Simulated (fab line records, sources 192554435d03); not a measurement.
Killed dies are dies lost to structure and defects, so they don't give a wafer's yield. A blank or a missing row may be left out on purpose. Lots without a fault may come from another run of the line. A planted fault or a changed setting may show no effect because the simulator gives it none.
Chamber matching | flow n5_finfet | N5_BEOL_M0_CUTY_ETCH_62 on rie_diel-02: 4 sister chambers
The step etches SiARC in CF4, time 58.5 s. 8 wafers are shown with their chamber, then 9 later ones without.

WAFERS WITH THEIR CHAMBER
wafer  | chamber | drypump_motor_current_A (A) | showerhead_plenum_p_Torr (Torr)
L083.4 | 3       | 5.8                         | 2.11
L083.6 | 1       | 6.6                         | 2.25
L089.2 | 2       | 5.9                         | 2.20
L089.3 | 0       | 6.4                         | 2.13
L089.5 | 2       | 5.9                         | 2.21
L090.3 | 1       | 6.5                         | 2.25
L090.4 | 0       | 6.3                         | 2.13
L090.5 | 3       | 5.8                         | 2.10

WAFERS WITHOUT THEIR CHAMBER
wafer  | drypump_motor_current_A (A) | showerhead_plenum_p_Torr (Torr)
L092.2 | 5.9                         | 2.20
L092.3 | 6.6                         | 2.25
L092.5 | 6.5                         | 2.25
L094.1 | 6.3                         | 2.12
L094.3 | 5.9                         | 2.20
L094.4 | 6.3                         | 2.12
L095.2 | 6.5                         | 2.24
L095.3 | 6.4                         | 2.12
L095.4 | 5.8                         | 2.10

WHICH CHAMBER EACH WENT THROUGH
wafer  | from the rows above | in truth
L092.2 | 2                   | 2
L092.3 | 1                   | 1
L092.5 | 1                   | 1
L094.1 | 0                   | 0
L094.3 | 2                   | 2
L094.4 | 0                   | 0
L095.2 | 1                   | 1
L095.3 | 0                   | 0
L095.4 | 3                   | 3
Placed correctly: 9 of 9. Can't be placed from these rows: 0. Placed wrongly: 0.
How it was worked out, from the rows above alone: a wafer's distance from a chamber is the root of the sum, over the readings, of the square of ((its reading less the chamber's mean) divided by the reading's scatter). The wafer belongs to the nearest chamber; if the next one is less than 2 further off, it can't be placed. A chamber's mean is the mean of its shown wafers. The scatter: the root of (the sum of the squares of (reading less its chamber's mean) over the shown wafers, divided by (wafers less chambers)).
